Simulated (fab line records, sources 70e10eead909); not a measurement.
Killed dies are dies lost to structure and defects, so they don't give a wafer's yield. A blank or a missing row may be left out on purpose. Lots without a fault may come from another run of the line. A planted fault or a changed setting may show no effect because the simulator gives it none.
Which tool did it? | flow nand_harc | 14 lots, 42 wafers sampled, at 4 steps of a route of 1159

WHAT THE GAUGES READ, wafer by wafer
NHARC_P_CONTACT_CD_MEAS_12: target cd 90 nm. Usual: cd_nm 89.9 nm, standard deviation 0.43.
lot  | measured     | on        | cd_nm (nm)     | flag
L662 | day 5 10:30  | cd_sem-02 | 90.0 89.9 90.0 |
L663 | day 6 03:27  | cd_sem-01 | 89.7 90.1 89.7 |
L664 | day 6 05:27  | cd_sem-01 | 90.4 90.1 90.2 |
L665 | day 6 09:29  | cd_sem-03 | 89.3 89.9 89.9 |
L676 | day 8 21:51  | cd_sem-02 | 90.2 90.6 90.3 |
L677 | day 9 11:06  | cd_sem-01 | 89.7 89.9 90.1 |
L678 | day 9 11:44  | cd_sem-02 | 89.6 89.9 89.7 |
L680 | day 9 22:26  | cd_sem-02 | 90.1 89.9 90.2 |
L679 | day 10 00:27 | cd_sem-02 | 89.6 89.9 90.1 |
L681 | day 10 04:29 | cd_sem-03 | 89.8 89.1 90.2 |
L682 | day 10 15:07 | cd_sem-02 | 89.7 90.1 89.7 |
L683 | day 10 15:43 | cd_sem-02 | 89.0 89.2 88.9 |
L685 | day 11 01:56 | cd_sem-03 | 89.6 90.0 90.0 |
L684 | day 11 03:02 | cd_sem-01 | 90.2 89.9 89.9 |

WHICH TOOL RAN EACH LOT (tool, then ch and the chambers of the sampled wafers, then the start)
lot  | NHARC_P_GATE_STRIP_76                | NHARC_P_GATE_STRIP_113               | NHARC_P_CONTACT_DEP_30
L662 | plasma_asher-02 ch 0,1, day 5 04:55  | plasma_asher-02 ch 0,1, day 5 06:29  | pecvd-03 ch 0,1,2, day 5 08:57
L663 | plasma_asher-02 ch 0,1, day 5 21:22  | plasma_asher-01 ch 0,1, day 5 23:10  | pecvd-02 ch 0,1,2, day 6 01:40
L664 | plasma_asher-02 ch 0,1, day 5 22:38  | plasma_asher-02 ch 0,1, day 5 23:58  | pecvd-02 ch 1,2, day 6 02:47
L665 | plasma_asher-02 ch 0,1, day 6 03:47  | plasma_asher-02 ch 1, day 6 05:18    | pecvd-02 ch 0,2, day 6 07:56
L676 | plasma_asher-01 ch 0,1, day 8 15:38  | plasma_asher-01 ch 0,1, day 8 17:37  | pecvd-01 ch 0,1, day 8 20:17
L677 | plasma_asher-01 ch 0,1, day 9 05:38  | plasma_asher-01 ch 1, day 9 06:56    | pecvd-01 ch 0,1,2, day 9 09:38
L678 | plasma_asher-02 ch 0,1, day 9 06:05  | plasma_asher-02 ch 0,1, day 9 07:42  | pecvd-03 ch 0,1,2, day 9 10:22
L680 | plasma_asher-02 ch 0,1, day 9 16:30  | plasma_asher-01 ch 0,1, day 9 18:10  | pecvd-03 ch 1,2, day 9 20:57
L679 | plasma_asher-02 ch 1, day 9 18:49    | plasma_asher-01 ch 0,1, day 9 20:23  | pecvd-01 ch 0,2, day 9 22:56
L681 | plasma_asher-02 ch 0,1, day 9 22:35  | plasma_asher-01 ch 0, day 9 23:54    | pecvd-02 ch 1,2, day 10 03:07
L682 | plasma_asher-01 ch 0,1, day 10 09:16 | plasma_asher-02 ch 0,1, day 10 10:56 | pecvd-02 ch 0,1,2, day 10 13:34
L683 | plasma_asher-02 ch 0,1, day 10 09:46 | plasma_asher-01 ch 0,1, day 10 11:14 | pecvd-03 ch 0,2, day 10 14:11
L685 | plasma_asher-01 ch 0,1, day 10 19:58 | plasma_asher-02 ch 0, day 10 21:48   | pecvd-02 ch 0,1, day 11 00:26
L684 | plasma_asher-01 ch 0,1, day 10 21:13 | plasma_asher-02 ch 0,1, day 10 22:51 | pecvd-03 ch 0,1,2, day 11 01:31
- NHARC_P_GATE_STRIP_76: strips in O2.
- NHARC_P_GATE_STRIP_113: strips in N2/H2, time 740 s.
- NHARC_P_CONTACT_DEP_30: deposits SiNx, target thk 30 nm.

WHAT THE TOOLS THEMSELVES READ (means of the sampled wafers that have a number; where no wafer has one, the mark that the record gives instead)
NHARC_P_GATE_STRIP_76. Usual: drypump_motor_current_A 5.3 A, standard deviation 0.34; heater_power_w 374 W, standard deviation 30.
lot  | tool            | drypump_motor_current_A (A) | heater_power_w (W) | flag
L662 | plasma_asher-02 | 5.2                         | 380                |
L663 | plasma_asher-02 | 5.2                         | 382                |
L664 | plasma_asher-02 | 5.1                         | 395                |
L665 | plasma_asher-02 | 5.2                         | 385                |
L676 | plasma_asher-01 | 5.4                         | 363                |
L677 | plasma_asher-01 | 5.6                         | 345                |
L678 | plasma_asher-02 | 5.1                         | 399                |
L680 | plasma_asher-02 | 5.2                         | 381                |
L679 | plasma_asher-02 | 5.0                         | 414                |
L681 | plasma_asher-02 | 5.2                         | 382                |
L682 | plasma_asher-01 | 5.7                         | 342                |
L683 | plasma_asher-02 | 5.2                         | 377                |
L685 | plasma_asher-01 | 5.4                         | 357                |
L684 | plasma_asher-01 | 5.4                         | 362                |

NHARC_P_GATE_STRIP_113. Usual: drypump_motor_current_A 5.3 A, standard deviation 0.37; heater_power_w 99 W, standard deviation 8.2.
lot  | tool            | drypump_motor_current_A (A) | heater_power_w (W) | flag
L662 | plasma_asher-02 | 5.2                         | 102                |
L663 | plasma_asher-01 | 5.6                         | 93                 |
L664 | plasma_asher-02 | 5.1                         | 105                |
L665 | plasma_asher-02 | 5.0                         | 110                |
L676 | plasma_asher-01 | 5.4                         | 96                 |
L677 | plasma_asher-01 | 6.0                         | 89                 |
L678 | plasma_asher-02 | 5.1                         | 107                |
L680 | plasma_asher-01 | 5.4                         | 97                 |
L679 | plasma_asher-01 | 5.6                         | 92                 |
L681 | plasma_asher-01 | 5.1                         | 98                 |
L682 | plasma_asher-02 | 5.2                         | 101                |
L683 | plasma_asher-01 | 5.4                         | 95                 |
L685 | plasma_asher-02 | 5.3                         | 98                 |
L684 | plasma_asher-02 | 5.1                         | 108                |

NHARC_P_CONTACT_DEP_30. Usual: heater_power_outer_w 428 W, standard deviation 39; heater_power_w 739 W, standard deviation 64.
lot  | tool     | heater_power_outer_w (W) | heater_power_w (W) | flag
L662 | pecvd-03 | 385                      | 669                |
L663 | pecvd-02 | 462                      | 805                |
L664 | pecvd-02 | 422                      | 741                |
L665 | pecvd-02 | 437                      | 757                |
L676 | pecvd-01 | 410                      | 691                |
L677 | pecvd-01 | 448                      | 781                |
L678 | pecvd-03 | 421                      | 703                |
L680 | pecvd-03 | 384                      | 655                |
L679 | pecvd-01 | 449                      | 750                |
L681 | pecvd-02 | 436                      | 758                |
L682 | pecvd-02 | 430                      | 756                |
L683 | pecvd-03 | 405                      | 685                |
L685 | pecvd-02 | 422                      | 787                |
L684 | pecvd-03 | 386                      | 657                |

THE ANSWER, worked out from the rows above alone
Rule: a lot is off if the mean of its wafers that have a number lies more than 3 standard deviations from the usual mean. A lot without any number at a reading at which 4 lots or more have one is off too. The other lots that the step has rows for count as sound. The gauges are gone through in route order, then the tools' own readings, and for those a lot's mean is taken as printed above. The first step at which some lot is off is used, and at that step the reading that is off furthest; a lot without a number counts as furthest.
No lot is off at any reading shown: from this, nothing can be told.

WHAT THE SIMULATOR HAD PUT IN
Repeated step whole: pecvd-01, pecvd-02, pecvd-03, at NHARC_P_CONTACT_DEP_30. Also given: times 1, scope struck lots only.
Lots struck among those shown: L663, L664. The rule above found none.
